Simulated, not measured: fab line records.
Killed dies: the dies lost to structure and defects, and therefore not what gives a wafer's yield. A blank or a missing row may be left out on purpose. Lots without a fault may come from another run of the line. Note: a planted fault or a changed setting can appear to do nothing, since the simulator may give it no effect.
Matching of chambers | flow n5Finfet | N5_BEOL_M6_PECVD_70 on pecvd-03 has 3 sister chambers
The step deposits SiO2 from TEOS/O2, target thk 20 nm, time 22.7 s. 6 wafers are shown with their chamber, then 8 later ones without.

## EACH WAFER AND ITS CHAMBER
wafer  | chamber | throttleValvePct (%) | showerheadPlenumPTorr (Torr)
L074.1 | 2       | 23.6                 | 8.72
L074.4 | 2       | 23.3                 | 8.71
L076.3 | 1       | 21.4                 | 8.72
L076.5 | 1       | 21.7                 | 8.70
L081.5 | 0       | 23.4                 | 8.75
L082.1 | 0       | 23.1                 | 8.75

## WAFERS WHOSE CHAMBER IS MISSING
wafer  | throttleValvePct (%) | showerheadPlenumPTorr (Torr)
L082.5 | 21.8                 | 8.70
L082.6 | 21.7                 | 8.69
L089.3 | 23.5                 | 8.79
L089.4 | 21.5                 | 8.72
L089.6 | 23.6                 | 8.76
L092.2 | 23.4                 | 8.79
L092.4 | 21.6                 | 8.71
L092.5 | 21.7                 | 8.71

## CHAMBER TAKEN BY EACH
wafer  | from the rows above | in truth
L082.5 | 1                   | 1
L082.6 | 1                   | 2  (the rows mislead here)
L089.3 | 0                   | 0
L089.4 | 1                   | 1
L089.6 | 0                   | 0
L092.2 | 0                   | 0
L092.4 | 1                   | 1
L092.5 | 1                   | 1
Correct placement for 7 of the 8. Can't be placed from these rows: 0. Wrongly placed: 1.
How it was worked out, from the rows above alone: a wafer's distance from a chamber is the root of the sum, over the readings, of the square of ((its reading less the chamber's mean) divided by the reading's scatter). If the next closest chamber is less than 2 further off than the closest, the wafer can't be placed; otherwise it belongs to the closest. The mean given for a chamber averages the wafers shown for that chamber. How the scatter is found: for the shown wafers, subtract from each reading the mean of its chamber, square and add these, divide the total by (wafers less chambers), then take the root.
